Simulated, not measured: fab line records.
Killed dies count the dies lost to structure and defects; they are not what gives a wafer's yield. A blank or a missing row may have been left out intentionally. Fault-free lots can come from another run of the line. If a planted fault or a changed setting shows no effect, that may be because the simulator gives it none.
fab line records	flow n5-finfet
record: lots: 10	wafers: 29	last-day: 19
route steps=1938 shown MOL_CONTACT_COAG@613 BEOL_M0_SAQP@633 BEOL_M4@1111 PASSIVATION@1936
lots with no fault: from the same line, run without faults
start-h: hours from the record's opening day to when the first of the lot's shown wafers began	wait-h: time in hours since the lot's previous step	" identical to the entry in the row above	L1.1+2: several wafers, shown together as one row	- no value, or no start was given	* or withheld: withheld	< > ~ a bound
route shown NAME@n: a module of which the file shows steps, and the number in the route of the first	usual: mean/standard deviation taken from wafers without a fault	same: alike in all rows	chamber/n: place in a boat	sites: the reading at each site	_std_site: how widely they spread, as a standard deviation	_edge_site: inner sites' mean taken away from outer sites' mean	radius-mm: how far each site lies from the wafer's centre	mask NAME#n: copy n	behind: the tool/chamber that last shaped the wafer	hold: reason for holding the lot/hours on hold/outcome of the hold	device: whichever transistor did not switch (one of n, p or np)	end of line: the same wafers' tests at the end of the route	a step without rows: its recipe alone	killed: not the wafer's yield, but the dies lost to structure and defects at the first sort	map: the dies of a wafer, with x for killed, . for not killed, _ for no die there
set.NAME: the setting that was run; set.NAME@STEP: the one run at that earlier step	model.NAME: the simulator's own value behind a step, which no gauge read
one table for each step of the route and one row for each wafer, over a sample of lots
services: the hour from which a tool's chamber was out of use, counted from the record's first day as start-h (under 0 if before that day), plus the number of hours and why
== steps ==
step: N5_MOL_CONTACT_COAG_ETCHBACK_136
recipe: chemistry: CHF3	target: SiO2	target-depth-a: 250	time-s: 16.7	ion-energy-ev: 200	pressure-mtorr: 30	source-w: 610	bias-w: 170	Ar_flow_sccm: 200	CHF3_flow_sccm: 50
usual: drypump-motor-current-A: 5.7/0.37	oes-product-au: 0.79/0.087	rf-vpp-V: 531/16	showerhead-plenum-p-Torr: 2.41/0.072	throttle-valve-pct: 18.76/0.25
lot.wafer	tool	chamber	start-h	wait-h	drypump-motor-current-A	oes-product-au	rf-hours-counter-h	rf-vpp-V	showerhead-plenum-p-Torr	throttle-valve-pct
L942.5	rie-diel-03	2	100.05	0.0	5.2	0.71	-	511	2.44	18.93
L942.6	"	3	"	"	5.9	0.69	-	538	2.45	19.09
L943.1	rie-diel-05	1	108.12	0.0	5.9	0.91	30	528	2.32	18.54
L943.2	"	0	"	"	5.7	0.74	180	520	2.45	18.64
L943.6	"	3	"	"	5.4	0.72	-	554	2.49	19.05
L945.1	rie-diel-03	3	119.39	0.0	5.9	0.68	240	539	2.44	19.10
L945.2	"	2	"	"	5.2	0.70	247	511	2.44	18.96
L945.3	"	1	"	"	5.4	0.70	219	542	2.46	18.95
L947.1	rie-diel-02	3	130.59	0.0	5.6	0.72	177	536	2.28	18.94
L947.3	"	0	"	"	6.2	0.94	20	531	2.50	18.45
L947.4	"	1	"	"	5.4	0.90	31	524	2.41	18.30
L950.1	rie-diel-02	2	152.94	0.0	5.5	0.82	82	511	2.48	18.59
L950.3	"	1	"	"	5.4	0.88	38	525	2.41	18.31
L950.4	"	0	"	"	6.2	0.92	27	531	2.50	18.44
L956.1	rie-diel-02	1	189.16	0.0	5.4	0.88	45	523	2.40	18.31
L956.4	"	2	"	"	5.5	0.81	93	511	2.48	18.65
L956.5	"	0	"	"	6.2	0.90	-	531	2.49	18.46
L957.1	rie-diel-03	3	192.46	0.0	5.9	0.92	12	538	2.44	18.79
L957.3	"	2	"	"	5.2	0.91	22	510	2.43	18.46
L957.6	"	3	"	"	5.9	0.92	-	537	2.44	18.80
L961.2	rie-diel-02	0	216.15	0.0	6.3	0.88	48	530	2.49	18.47
L961.4	"	2	"	"	5.5	0.80	104	510	2.47	18.64
L961.6	"	1	"	"	5.4	0.86	-	525	2.40	18.33
L963.1	rie-diel-02	0	227.14	0.0	6.3	0.88	53	531	2.48	18.49
L963.2	"	3	"	"	5.6	0.71	213	535	2.26	19.00
L963.4	"	2	"	"	5.5	0.81	109	509	2.47	18.65
L965.2	rie-diel-02	2	242.58	0.0	5.5	0.80	116	510	2.47	18.67
L965.4	"	3	"	"	5.7	0.69	221	533	2.26	19.02
L965.6	"	2	"	"	5.5	0.80	-	510	2.47	18.66
step: N5_BEOL_M0_SAQP_ILD_DEP_01
recipe: material: SiOC	target-thk-a: 454.19	temp-c: 350	precursor: DEMS/O2	pressure-torr: 5	rf-w: 500	time-s: 8.7
usual: heater-power-w: 468/75	showerhead-plenum-p-Torr: 5.689/0.014	throttle-valve-pct: 11.7/0.4
lot.wafer	tool	chamber	start-h	wait-h	heater-power-w	showerhead-plenum-p-Torr	throttle-valve-pct
L942.5	pecvd-04	1	104.68	0.0	497	5.683	12.9
L942.6	"	0	"	"	569	5.680	11.4
L943.1	pecvd-01	2	113.05	0.0	467	5.684	12.1
L943.2	"	0	"	"	541	5.685	11.9
L943.6	"	2	"	"	470	5.681	11.8
L945.1	pecvd-01	1	123.92	0.0	462	5.702	11.4
L945.2	"	2	"	"	454	5.676	11.9
L945.3	"	0	"	"	499	5.684	11.8
L947.1	pecvd-04	2	135.13	0.0	549	5.725	11.7
L947.3	"	1	"	"	501	5.692	12.5
L947.4	"	0	"	"	535	5.671	11.5
L950.1	pecvd-02	0	158.19	0.0	309	5.684	11.9
L950.3	"	2	"	"	483	5.681	11.3
L950.4	"	0	"	"	297	5.671	11.6
L956.1	pecvd-04	1	193.71	0.0	520	5.671	12.8
L956.4	"	2	"	"	474	5.715	11.7
L956.5	"	0	"	"	594	5.674	11.2
L957.1	pecvd-02	1	197.01	0.0	508	5.695	11.5
L957.3	"	0	"	"	361	5.679	11.5
L957.6	"	1	"	"	502	5.680	11.3
L961.2	pecvd-01	0	222.22	0.0	558	5.694	11.8
L961.4	"	0	"	"	573	5.702	12.2
L961.6	"	2	"	"	382	5.682	12.0
L963.1	pecvd-02	1	231.70	0.0	566	5.699	11.7
L963.2	"	0	"	"	319	5.669	11.7
L963.4	"	1	"	"	563	5.699	11.5
L965.2	pecvd-01	1	247.15	0.0	397	5.695	11.6
L965.4	"	1	"	"	405	5.703	11.5
L965.6	"	0	"	"	547	5.680	12.0
step: N5_BEOL_M0_SAQP_PECVD_96
recipe: material: a-Si	target-thk-a: 450	temp-c: 350	precursor: SiH4/He	pressure-torr: 3	rf-w: 100	time-s: 45.2
usual: heater-power-w: 622/71	run-length-s: 81.6/0.6	showerhead-plenum-p-Torr: 5.65/0.048	throttle-valve-pct: 17.9/0.69
lot.wafer	tool	chamber	start-h	wait-h	heater-power-w	run-length-s	showerhead-plenum-p-Torr	throttle-valve-pct
L942.5	pecvd-04	2	106.27	0.0	672	82.5	5.73	17.7
L942.6	"	0	"	"	711	82.4	5.59	17.1
L943.1	pecvd-01	0	114.26	0.0	589	81.7	5.63	18.1
L943.2	"	1	"	"	570	81.5	5.71	17.6
L943.6	"	2	"	"	578	80.7	5.63	18.1
L945.1	pecvd-02	2	124.89	0.0	556	80.9	5.65	17.7
L945.2	"	1	"	"	671	81.7	5.67	17.8
L945.3	"	0	"	"	478	81.8	5.59	17.6
L947.1	pecvd-02	2	137.57	0.0	633	81.7	5.65	17.5
L947.3	"	0	"	"	465	81.1	5.59	17.6
L947.4	"	0	"	"	472	81.0	5.60	17.7
L950.1	pecvd-04	1	161.23	0.0	565	81.0	5.61	19.2
L950.3	"	0	"	"	671	82.4	5.60	17.2
L950.4	"	2	"	"	682	82.4	5.71	17.6
L956.1	pecvd-02	0	194.61	0.0	485	80.0	5.60	17.9
L956.4	"	0	"	"	482	82.0	5.59	17.8
L956.5	"	2	"	"	629	80.2	5.65	17.8
L957.1	pecvd-04	2	199.03	0.0	629	82.1	5.73	17.6
L957.3	"	1	"	"	608	81.5	5.62	19.6
L957.6	"	2	"	"	635	82.8	5.73	17.7
L961.2	pecvd-04	0	223.82	0.0	718	83.1	5.60	17.2
L961.4	"	0	"	"	701	82.6	5.60	17.3
L961.6	"	1	"	"	644	81.8	5.62	19.3
L963.1	pecvd-04	0	233.98	0.0	666	82.5	5.60	17.3
L963.2	"	2	"	"	597	82.2	5.73	17.6
L963.4	"	2	"	"	625	82.1	5.72	17.5
L965.2	pecvd-04	0	248.40	0.0	653	82.2	5.60	17.3
L965.4	"	1	"	"	610	81.3	5.61	19.6
L965.6	"	2	"	"	674	82.0	5.71	17.7
step: N5_BEOL_M0_SAQP_PECVD_04
recipe: material: a-Si	target-thk-a: 600	temp-c: 350	precursor: SiH4/He	pressure-torr: 3	rf-w: 100	time-s: 60.2
usual: heater-power-w: 626/74	showerhead-plenum-p-Torr: 5.65/0.048	throttle-valve-pct: 17.9/0.69
lot.wafer	tool	chamber	start-h	wait-h	heater-power-w	showerhead-plenum-p-Torr	throttle-valve-pct
L942.5	pecvd-04	2	106.36	0.0	693	5.74	17.8
L942.6	"	0	"	"	719	5.62	17.3
L943.1	pecvd-01	0	114.35	0.0	668	5.64	18.2
L943.2	"	1	"	"	596	5.72	17.5
L943.6	"	2	"	"	548	5.63	18.3
L945.1	pecvd-02	2	124.97	0.0	557	5.65	17.3
L945.2	"	1	"	"	659	5.68	17.7
L945.3	"	0	"	"	443	5.59	17.6
L947.1	pecvd-02	2	137.66	0.0	605	5.65	17.6
L947.3	"	0	"	"	423	5.61	17.9
L947.4	"	0	"	"	422	5.60	17.7
L950.1	pecvd-04	1	161.32	0.0	602	5.63	19.3
L950.3	"	0	"	"	734	5.61	17.3
L950.4	"	2	"	"	657	5.72	17.5
L956.1	pecvd-02	0	194.70	0.0	487	5.59	17.7
L956.4	"	0	"	"	485	5.60	17.8
L956.5	"	2	"	"	624	5.66	17.6
L957.1	pecvd-04	2	199.12	0.0	689	5.73	17.3
L957.3	"	1	"	"	590	5.61	19.2
L957.6	"	2	"	"	687	5.72	17.6
L961.2	pecvd-04	0	223.91	0.0	719	5.61	17.4
L961.4	"	0	"	"	705	5.60	17.3
L961.6	"	1	"	"	603	5.61	19.4
L963.1	pecvd-04	0	234.07	0.0	663	5.59	17.4
L963.2	"	2	"	"	589	5.72	17.8
L963.4	"	2	"	"	589	5.73	17.5
L965.2	pecvd-04	0	248.49	0.0	705	5.60	17.3
L965.4	"	1	"	"	657	5.61	19.2
L965.6	"	2	"	"	687	5.72	17.5
step: N5_BEOL_M4_RC_MEAS_101
usual: DIBL_N: 36.1/2.5	DIBL_P: 36/3.3	IOFF_N: 0.16/0.046	IOFF_P: 0.20/0.051	ION_N: 676/16	ION_P: 462/11	SS_N: 71.6/0.87	SS_P: 73.2/0.86	VT_N: 251/4.4	VT_P: -252/4.6
lot.wafer	tool	chamber	start-h	wait-h	DIBL_N[mV/V]	DIBL_P[mV/V]	IOFF_N[nA/um]	IOFF_P[nA/um]	ION_N[uA/um]	ION_P[uA/um]	SS_N[mV/dec]	SS_P[mV/dec]	VT_N[mV]	VT_P[mV]
L943.1	prober-02	0	192.37	0.0	39.6	40	0.22	0.24	684	462	72.7	74.3	247	-252
L943.2	"	0	"	"	32.8	33	0.11	0.14	672	458	70.8	72.5	257	-255
L943.6	"	0	"	"	35.8	34	0.17	0.17	671	455	72.8	72.4	255	-253
L942.5	prober-02	0	201.20	0.6	36.6	37	0.17	0.21	683	459	71.8	73.2	249	-250
L942.6	"	0	"	"	37.9	39	0.20	0.26	692	472	72.5	74.2	248	-248
L945.1	prober-02	0	202.87	0.0	34.5	35	0.13	0.17	677	463	71.4	72.9	250	-253
L945.2	"	0	"	"	41.0	42	0.25	0.30	694	463	72.8	75.3	243	-249
L945.3	"	0	"	"	35.1	36	0.14	0.18	675	465	71.4	73.1	250	-255
L947.1	prober-01	0	227.85	0.0	30.8	30	0.09	0.15	661	461	69.9	72.2	257	-253
L947.3	"	0	"	"	40.7	41	0.24	0.31	677	462	73.5	75.1	246	-247
L947.4	"	0	"	"	33.8	34	0.12	0.19	672	464	71.3	72.9	254	-251
L950.1	prober-02	0	262.91	0.0	35.9	37	0.15	0.20	668	463	72.0	72.9	251	-251
L950.3	"	0	"	"	34.8	35	0.13	0.18	675	457	71.6	72.4	251	-252
L950.4	"	0	"	"	37.7	39	0.19	0.26	677	469	72.3	73.9	247	-247
L956.1	prober-01	0	294.50	0.0	37.8	36	0.21	0.19	676	452	73.2	72.3	247	-250
L956.4	"	0	"	"	40.8	43	0.28	0.33	710	485	72.2	74.8	242	-241
L956.5	"	0	"	"	38.4	39	0.24	0.24	706	474	72.7	72.9	243	-245
L957.1	prober-01	0	301.94	0.0	38.2	38	0.15	0.16	668	448	72.4	74.4	252	-260
L957.3	"	0	"	"	36.2	35	0.12	0.13	678	449	72.2	73.6	256	-260
L957.6	"	0	"	"	39.5	38	0.17	0.16	655	434	73.1	74.2	251	-260
L961.2	prober-01	0	313.35	0.2	35.2	35	0.13	0.20	672	473	71.3	72.6	253	-252
L961.4	"	0	"	"	33.2	31	0.10	0.14	647	452	71.0	72.2	258	-257
L961.6	"	0	"	"	34.9	33	0.13	0.18	664	461	71.7	72.7	255	-252
L965.2	prober-02	0	320.47	0.2	33.5	32	0.12	0.16	678	463	70.9	72.3	252	-254
L965.4	"	0	"	"	37.8	38	0.20	0.27	695	481	72.0	74.1	245	-243
L965.6	"	0	"	"	37.6	38	0.18	0.26	696	482	71.1	73.7	247	-245
L963.1	prober-02	0	335.08	0.0	38.2	38	0.19	0.24	660	462	72.5	73.5	248	-243
L963.2	"	0	"	"	38.2	39	0.19	0.26	679	471	72.5	74.0	249	-247
L963.4	"	0	"	"	37.5	38	0.18	0.24	692	474	71.3	73.4	246	-245
step: N5_PASSIVATION_PROBE_49
usual: defect-limited-yield: 91.0/1.4	killed_at_M0_to_M3: 34/10	killed_at_M4_up: 15/5.5	killed-at-contacts: 12/6.1	killed-at-front-end: 41/12	killed-at-other: 4/3.4	killed-dies: 106/17	killed-open: 70/13	killed-short: 34/7.4	sort_bin_4_leakage: 0.01/0.065	sort_bin_5_function: 5.3/1	sort_bin_6_memory: 3.4/0.69	sort_bin_8_speed: 0.03/0.22	sort-n-pass: 1073/17	sort-yield-pct: 91.0/1.4
same: gross-dies: 1180	killed-at-back-side: 0
lot.wafer	tool	chamber	start-h	wait-h	defect-limited-yield[%]	killed_at_M0_to_M3	killed_at_M4_up	killed-at-contacts	killed-at-front-end	killed-at-other	killed-dies	killed-open	killed-short	sort_bin_4_leakage[%]	sort_bin_5_function[%]	sort_bin_6_memory[%]	sort_bin_8_speed[%]	sort-n-pass	sort-yield-pct[%]
L943.1	prober-02	-	295.21	0.0	89.6	44	21	10	43	5	123	75	48	0	6.2	3.9	0	1057	89.6
L943.2	prober-02	-	295.26	0.1	88.9	59	14	22	33	3	131	86	44	0	6.7	4.1	0	1049	88.9
L943.6	prober-02	-	295.46	0.3	89.9	51	20	2	43	3	119	84	34	0	5.5	4.1	0	1061	89.9
L945.1	prober-02	-	304.97	0.0	91.4	33	13	10	39	6	101	72	28	0	5.4	2.8	0	1079	91.4
L945.2	prober-02	-	305.02	0.1	89.4	58	9	9	44	5	125	86	35	0.08	5.8	4.4	0	1054	89.3
L945.3	prober-02	-	305.07	0.1	90.7	43	9	10	42	6	110	72	38	0	5.6	3.1	0	1070	90.7
L942.5	prober-02	-	314.09	0.2	93.6	21	21	5	28	0	75	50	20	0	3.9	1.9	0	1105	93.6
L942.6	prober-02	-	314.14	0.3	93.8	15	8	13	36	1	73	39	30	0	3.7	2.0	0	1107	93.8
L947.1	prober-02	-	333.06	0.0	90.2	38	6	23	44	5	116	79	31	0	5.6	4.0	0	1064	90.2
L947.3	prober-02	-	333.16	0.1	91.9	35	12	7	38	3	95	63	31	0	5.1	2.5	0	1085	91.9
L947.4	prober-02	-	333.21	0.2	90.8	37	21	15	29	6	108	72	35	0	6.4	2.7	0	1072	90.8
L950.1	prober-01	-	383.89	0.0	88.7	37	21	13	51	11	133	96	36	0	6.9	4.1	0	1047	88.7
L950.3	prober-01	-	383.99	0.1	91.9	23	14	10	42	7	96	61	33	0	5.2	2.8	0	1084	91.9
L950.4	prober-01	-	384.04	0.2	91.8	34	12	7	38	6	97	58	36	0	4.5	3.2	0	1083	91.8
L956.1	prober-01	-	408.83	0.0	90.3	28	19	22	34	11	114	79	33	0	5.9	3.5	0	1066	90.3
L956.4	prober-01	-	408.98	0.2	94.2	19	17	7	20	6	69	37	29	0	2.7	3.0	0	1111	94.2
L956.5	prober-01	-	409.03	0.2	93.6	31	12	6	19	7	75	48	25	0	4.2	2.0	0	1105	93.6
L957.1	prober-02	-	413.55	0.0	90.7	42	11	6	45	6	110	71	38	0	5.9	3.1	0	1070	90.7
L957.3	prober-02	-	413.65	0.1	90.8	26	16	11	52	3	108	70	31	0	5.0	3.3	0	1072	90.8
L957.6	prober-02	-	413.80	0.3	92.1	45	4	8	30	6	93	61	32	0	3.7	3.9	0.17	1085	91.9
L961.2	prober-02	-	426.35	0.1	89.1	41	14	14	55	5	129	95	30	0	6.4	4.1	0	1051	89.1
L961.4	prober-02	-	426.45	0.2	89.5	17	23	16	64	4	124	92	31	0	6.9	3.5	0	1056	89.5
L961.6	prober-02	-	426.55	0.3	89.6	30	20	7	61	5	123	83	36	0	5.5	4.5	0	1057	89.6
L965.2	prober-02	-	436.70	0.1	90.2	45	9	24	31	7	116	81	32	0	5.6	3.6	0	1064	90.2
L965.4	prober-02	-	436.80	0.2	92.1	25	15	14	31	8	93	58	31	0	3.0	4.2	0	1087	92.1
L965.6	prober-02	-	436.90	0.3	93.7	25	7	10	28	4	74	46	22	0	3.2	2.6	0.08	1106	93.7
L963.1	prober-01	-	448.16	0.0	93.2	24	11	11	24	10	80	57	23	0	3.6	3.0	0	1100	93.2
L963.2	prober-01	-	448.21	0.1	93.8	21	7	9	31	5	73	48	22	0	3.6	2.4	0	1107	93.8
L963.4	prober-01	-	448.31	0.2	91.7	29	12	13	41	3	98	67	29	0	5.3	3.0	0	1082	91.7
killed by level:class
L943.1 BEOL_M0_SAQP:geometric-particle:open=18 BEOL_M0_SAQP:geometric-particle:short=15 DUMMY_GATE:geometric-particle:open=9 MOL_CONTACT_COAG:geometric-particle:open=8 FIN_SAQP:geometric-particle:short=7 STI_FIN_REVEAL:geometric-particle:open=7 BEOL_M4:geometric-particle:open=7 BEOL_M1:geometric-particle:open=6
L943.2 MOL_CONTACT_COAG:geometric-particle:open=19 BEOL_M0_SAQP:geometric-particle:short=18 BEOL_M0_SAQP:geometric-particle:open=13 STI_FIN_REVEAL:geometric-particle:open=9 BEOL_M1:geometric-particle:open=8 BEOL_M2:geometric-particle:open=7 BEOL_M3:geometric-particle:open=5 DUMMY_GATE:geometric-particle:open=4
L943.6 STI_FIN_REVEAL:geometric-particle:open=19 BEOL_M2:geometric-particle:open=11 DUMMY_GATE:geometric-particle:open=10 BEOL_M0_SAQP:geometric-particle:short=9 BEOL_M1:geometric-particle:short=7 BEOL_M3:geometric-particle:open=7 BEOL_M4:geometric-particle:open=7 BEOL_M0_SAQP:geometric-particle:open=6
L945.1 STI_FIN_REVEAL:geometric-particle:open=22 MOL_CONTACT_COAG:geometric-particle:open=9 BEOL_M0_SAQP:geometric-particle:short=5 BEOL_M1:geometric-particle:open=5 BEOL_M2:geometric-particle:open=5 BEOL_M4:geometric-particle:open=5 BEOL_M0_SAQP:geometric-particle:open=4 STARTING-WAFER:geometric-particle:open=4
L945.2 BEOL_M2:geometric-particle:open=16 STI_FIN_REVEAL:geometric-particle:open=10 BEOL_M3:geometric-particle:open=10 FIN_SAQP:geometric-particle:open=8 BEOL_M0:geometric-particle:open=7 MOL_CONTACT_COAG:geometric-particle:open=7 BEOL_M2:geometric-particle:short=6 BEOL_M0:geometric-particle:short=5
L945.3 STI_FIN_REVEAL:geometric-particle:open=27 BEOL_M0_SAQP:geometric-particle:short=11 BEOL_M0_SAQP:geometric-particle:open=11 MOL_CONTACT_COAG:geometric-particle:open=10 BEOL_M3:geometric-particle:open=9 STI_FIN_REVEAL:geometric-particle:short=6 BEOL_M3:geometric-particle:short=4 BEOL_M4:geometric-particle:open=4
L942.5 BEOL_M4:geometric-particle:open=9 BEOL_M5:geometric-particle:open=9 FIN_SAQP:geometric-particle:short=7 FIN_SAQP:geometric-particle:open=6 HKMG_FIN:area-etch=5 MOL_CONTACT_COAG:geometric-particle:open=4 BEOL_M0_SAQP:geometric-particle:open=4 BEOL_M2:geometric-particle:short=4
L942.6 FIN_SAQP:geometric-particle:short=11 MOL_CONTACT_COAG:geometric-particle:open=10 FIN_SAQP:geometric-particle:open=6 BEOL_M3:geometric-particle:open=4 STI_FIN_REVEAL:geometric-particle:short=3 STI_FIN_REVEAL:geometric-particle:open=3 GATE_CUT:geometric-particle:short=3 MOL_CONTACT_COAG:geometric-particle:short=3
L947.1 MOL_CONTACT_COAG:geometric-particle:open=21 STI_FIN_REVEAL:geometric-particle:open=11 BEOL_M3:geometric-particle:open=10 BEOL_M2:geometric-particle:open=7 BEOL_M0_SAQP:geometric-particle:open=6 BEOL_M0_SAQP:geometric-particle:short=5 STARTING-WAFER:geometric-particle:open=5 BEOL_M1:geometric-particle:open=4
L947.3 STI_FIN_REVEAL:geometric-particle:open=12 BEOL_M2:geometric-particle:open=11 BEOL_M0_SAQP:geometric-particle:open=8 BEOL_M0_SAQP:geometric-particle:short=6 MOL_CONTACT_COAG:geometric-particle:open=6 FIN_SAQP:geometric-particle:open=5 FIN_SAQP:geometric-particle:short=5 BEOL_M1:geometric-particle:open=5
L947.4 MOL_CONTACT_COAG:geometric-particle:open=13 BEOL_M4:geometric-particle:open=10 BEOL_M0_SAQP:geometric-particle:open=8 BEOL_M0_SAQP:geometric-particle:short=8 BEOL_M1:geometric-particle:open=7 FIN_SAQP:geometric-particle:short=6 FIN_SAQP:geometric-particle:open=4 STI_FIN_REVEAL:geometric-particle:short=4
L950.1 BEOL_M2:geometric-particle:open=17 MOL_CONTACT_COAG:geometric-particle:open=12 STI_FIN_REVEAL:geometric-particle:open=9 ILD0:geometric-particle:open=8 GATE_CUT:geometric-particle:short=8 BEOL_M0_SAQP:geometric-particle:open=8 BEOL_M4:geometric-particle:open=7 FIN_SAQP:geometric-particle:open=5
L950.3 STI_FIN_REVEAL:geometric-particle:open=10 BEOL_M4:geometric-particle:open=8 MOL_CONTACT_COAG:geometric-particle:open=7 FIN_SAQP:geometric-particle:short=6 FIN_SAQP:geometric-particle:open=6 BEOL_M0_SAQP:geometric-particle:open=6 GATE_CUT:geometric-particle:short=4 BEOL_M0_SAQP:geometric-particle:short=4
L950.4 BEOL_M0_SAQP:geometric-particle:open=13 BEOL_M0_SAQP:geometric-particle:short=7 FIN_SAQP:geometric-particle:short=6 STI_FIN_REVEAL:geometric-particle:short=6 MOL_CONTACT_COAG:geometric-particle:open=6 BEOL_M2:geometric-particle:open=6 BEOL_M4:geometric-particle:open=5 STI_FIN_REVEAL:geometric-particle:open=4
L956.1 MOL_CONTACT_COAG:geometric-particle:open=16 BEOL_M2:geometric-particle:open=10 BEOL_M4:geometric-particle:open=7 BEOL_M3:geometric-particle:open=7 MOL_CONTACT_COAG:geometric-particle:short=6 BEOL_M1:geometric-particle:open=6 FIN_SAQP:geometric-particle:open=5 FIN_SAQP:geometric-particle:short=5
L956.4 MOL_CONTACT_COAG:geometric-particle:open=7 BEOL_M4:geometric-particle:open=7 BEOL_M0_SAQP:geometric-particle:short=6 FIN_SAQP:geometric-particle:short=5 BEOL_M2:geometric-particle:open=4 STARTING-WAFER:geometric-particle:short=4 GATE_CUT:geometric-particle:short=3 BEOL_M0_SAQP:geometric-particle:open=3
L956.5 BEOL_M2:geometric-particle:open=12 BEOL_M3:geometric-particle:open=6 BEOL_M2:geometric-particle:short=4 BEOL_M5:geometric-particle:open=4 STARTING-WAFER:geometric-particle:open=4 FIN_SAQP:geometric-particle:open=3 MOL_CONTACT_COAG:geometric-particle:short=3 MOL_CONTACT_COAG:geometric-particle:open=3
L957.1 BEOL_M1:geometric-particle:open=14 STI_FIN_REVEAL:geometric-particle:open=13 GATE_CUT:geometric-particle:short=10 DUMMY_GATE:geometric-particle:open=8 BEOL_M3:geometric-particle:open=6 DUMMY_GATE:geometric-particle:short=5 BEOL_M0_SAQP:geometric-particle:short=5 BEOL_M0_SAQP:geometric-particle:open=5
L957.3 MOL_CONTACT_COAG:geometric-particle:open=10 FIN_SAQP:geometric-particle:short=9 FIN_SAQP:geometric-particle:open=8 BEOL_M2:geometric-particle:open=8 BEOL_M3:geometric-particle:open=6 HKMG_FIN:area-etch=6 GATE_CUT:geometric-particle:open=5 BEOL_M4:geometric-particle:open=5
L957.6 STI_FIN_REVEAL:geometric-particle:open=10 BEOL_M0_SAQP:geometric-particle:short=8 BEOL_M2:geometric-particle:open=8 MOL_CONTACT_COAG:geometric-particle:open=7 BEOL_M1:geometric-particle:open=7 FIN_SAQP:geometric-particle:short=5 STI_FIN_REVEAL:geometric-particle:short=5 BEOL_M0_SAQP:geometric-particle:open=5
L961.2 STI_FIN_REVEAL:geometric-particle:open=25 BEOL_M1:geometric-particle:open=17 MOL_CONTACT_COAG:geometric-particle:open=11 FIN_SAQP:geometric-particle:short=6 BEOL_M0_SAQP:geometric-particle:short=6 BEOL_M4:geometric-particle:open=6 FIN_SAQP:geometric-particle:open=5 BEOL_M1:geometric-particle:short=4
L961.4 STI_FIN_REVEAL:geometric-particle:open=25 BEOL_M4:geometric-particle:open=14 MOL_CONTACT_COAG:geometric-particle:open=11 FIN_SAQP:geometric-particle:open=8 FIN_SAQP:geometric-particle:short=7 BEOL_M1:geometric-particle:open=6 DUMMY_GATE:geometric-particle:open=5 MOL_CONTACT_COAG:geometric-particle:short=5
L961.6 FIN_SAQP:geometric-particle:short=14 STI_FIN_REVEAL:geometric-particle:open=13 FIN_SAQP:geometric-particle:open=11 BEOL_M3:geometric-particle:open=11 MOL_CONTACT_COAG:geometric-particle:open=6 BEOL_M4:geometric-particle:open=5 BEOL_M5:geometric-particle:open=5 BEOL_M2:geometric-particle:open=5
L965.2 MOL_CONTACT_COAG:geometric-particle:open=19 BEOL_M0_SAQP:geometric-particle:open=12 BEOL_M0_SAQP:geometric-particle:short=10 BEOL_M1:geometric-particle:open=9 BEOL_M2:geometric-particle:open=8 FIN_SAQP:geometric-particle:open=7 STI_FIN_REVEAL:geometric-particle:open=5 MOL_CONTACT_COAG:geometric-particle:short=5
L965.4 MOL_CONTACT_COAG:geometric-particle:open=11 BEOL_M2:geometric-particle:open=9 BEOL_M0_SAQP:geometric-particle:open=8 BEOL_M4:geometric-particle:open=8 FIN_SAQP:geometric-particle:open=7 GATE_CUT:geometric-particle:short=4 BEOL_M0_SAQP:geometric-particle:short=4 PAD_METAL:geometric-particle:short=4
L965.6 MOL_CONTACT_COAG:geometric-particle:open=9 BEOL_M1:geometric-particle:open=7 BEOL_M0_SAQP:geometric-particle:short=5 DUMMY_GATE:geometric-particle:open=4 BEOL_M0_SAQP:geometric-particle:open=3 BEOL_M2:geometric-particle:open=3 BEOL_M3:geometric-particle:open=3 BEOL_M5:geometric-particle:open=3
L963.1 FIN_SAQP:geometric-particle:short=9 FIN_SAQP:geometric-particle:open=9 MOL_CONTACT_COAG:geometric-particle:open=7 BEOL_M3:geometric-particle:open=7 MOL_CONTACT_COAG:geometric-particle:short=4 BEOL_M1:geometric-particle:open=4 STI_FIN_REVEAL:geometric-particle:open=3 BEOL_M0_SAQP:geometric-particle:open=3
L963.2 FIN_SAQP:geometric-particle:open=9 MOL_CONTACT_COAG:geometric-particle:open=8 FIN_SAQP:geometric-particle:short=7 BEOL_M1:geometric-particle:open=5 BEOL_M3:geometric-particle:open=5 STI_FIN_REVEAL:geometric-particle:open=4 PAD_METAL:geometric-particle:open=4 BEOL_M0:geometric-particle:open=3
L963.4 FIN_SAQP:geometric-particle:open=21 MOL_CONTACT_COAG:geometric-particle:open=11 FIN_SAQP:geometric-particle:short=10 BEOL_M2:geometric-particle:open=6 BEOL_M0_SAQP:geometric-particle:open=5 BEOL_M3:geometric-particle:open=4 BEOL_M4:geometric-particle:open=4 STI_FIN_REVEAL:geometric-particle:open=3
== services ==
tool	chamber	start-h	hours	kind
rie-diel-03	1	80.63	1.5	repair
pecvd-02	2	82.74	2.1	scheduled-down
pecvd-01	2	85.10	4.3	repair
pecvd-04	2	88.35	5.4	repair
rie-diel-03	-	89.00	0.2	repair
pecvd-04	2	113.51	2.1	scheduled-down
rie-diel-03	2	127.09	-	clean
rie-diel-03	2	127.09	-	consumable-replace:focus-ring
rie-diel-03	2	127.09	13.7	scheduled-down
rie-diel-03	2	127.09	13.7	vent-cycle
rie-diel-05	-	137.49	0.3	repair
pecvd-04	-	142.47	6.0	pm
pecvd-02	-	159.99	14.6	pm
pecvd-01	-	164.25	1.5	repair
rie-diel-02	1	170.85	12.0	repair
pecvd-01	-	174.71	1.9	repair
pecvd-04	2	181.41	1.9	repair
pecvd-02	1	207.89	5.5	scheduled-down
pecvd-01	-	208.46	3.3	repair
rie-diel-03	1	217.54	1.5	repair
pecvd-02	-	222.67	1.2	repair
pecvd-02	-	226.05	0.3	repair
rie-diel-03	-	232.52	14.6	pm
rie-diel-02	1	243.33	2.4	repair
== key ==
first-sign: step: N5_BEOL_M0_SAQP_PECVD_96	reading: run-length-s	direction: down	sigmas: 2.6	usual: *	struck: *
effect none on later readings
met-at N5_BEOL_M0_SAQP_PECVD_96
struck-lots L956
struck-wafers L956.1,L956.5
not-acting-at N5_MOL_CONTACT_COAG_ETCHBACK_136,N5_BEOL_M0_SAQP_ILD_DEP_01,N5_BEOL_M0_SAQP_PECVD_04
onset-between 137.57 194.61
fault: kind: process-parameter-drift	tool: pecvd-02	chamber: -	onset-h: 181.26	steps: N5_BEOL_M0_SAQP_PECVD_96	channel: time-s	offset: *	shape: step	end-h: 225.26	scope: struck-wafers-only	acts-in: *	stated: *
